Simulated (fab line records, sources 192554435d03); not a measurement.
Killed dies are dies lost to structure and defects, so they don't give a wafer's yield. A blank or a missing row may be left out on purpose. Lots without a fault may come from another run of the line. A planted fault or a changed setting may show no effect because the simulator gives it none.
Chamber matching | flow n5_finfet | N5_FIN_SAQP_DESCUM_21 on rie_diel-04: 4 sister chambers
The step chemistry O2, time 7.9 s. 8 wafers are shown with their chamber, then 7 later ones without.

WAFERS WITH THEIR CHAMBER
wafer  | chamber | showerhead_plenum_p_Torr (Torr) | throttle_valve_pct (%)
L075.6 | 1       | 2.16                            | 20.41
L081.3 | 1       | 2.16                            | 20.41
L081.4 | 2       | 2.02                            | 20.75
L085.2 | 2       | 2.02                            | 20.76
L085.3 | 3       | 1.99                            | 20.27
L085.4 | 0       | 2.12                            | 20.88
L093.1 | 0       | 2.12                            | 20.89
L093.4 | 3       | 1.98                            | 20.30

WAFERS WITHOUT THEIR CHAMBER
wafer  | showerhead_plenum_p_Torr (Torr) | throttle_valve_pct (%)
L093.6 | 2.12                            | 20.90
L094.1 | 2.15                            | 20.47
L094.2 | 1.98                            | 20.28
L094.5 | 1.98                            | 20.31
L096.2 | 2.02                            | 20.78
L096.4 | 2.02                            | 20.78
L096.5 | 2.02                            | 20.77

WHICH CHAMBER EACH WENT THROUGH
wafer  | from the rows above | in truth
L093.6 | 0                   | 0
L094.1 | 1                   | 1
L094.2 | 3                   | 3
L094.5 | 3                   | 3
L096.2 | 2                   | 2
L096.4 | 2                   | 2
L096.5 | 2                   | 2
Placed correctly: 7 of 7. Can't be placed from these rows: 0. Placed wrongly: 0.
How it was worked out, from the rows above alone: a wafer's distance from a chamber is the root of the sum, over the readings, of the square of ((its reading less the chamber's mean) divided by the reading's scatter). The wafer belongs to the nearest chamber; if the next one is less than 2 further off, it can't be placed. A chamber's mean is the mean of its shown wafers. The scatter: the root of (the sum of the squares of (reading less its chamber's mean) over the shown wafers, divided by (wafers less chambers)).
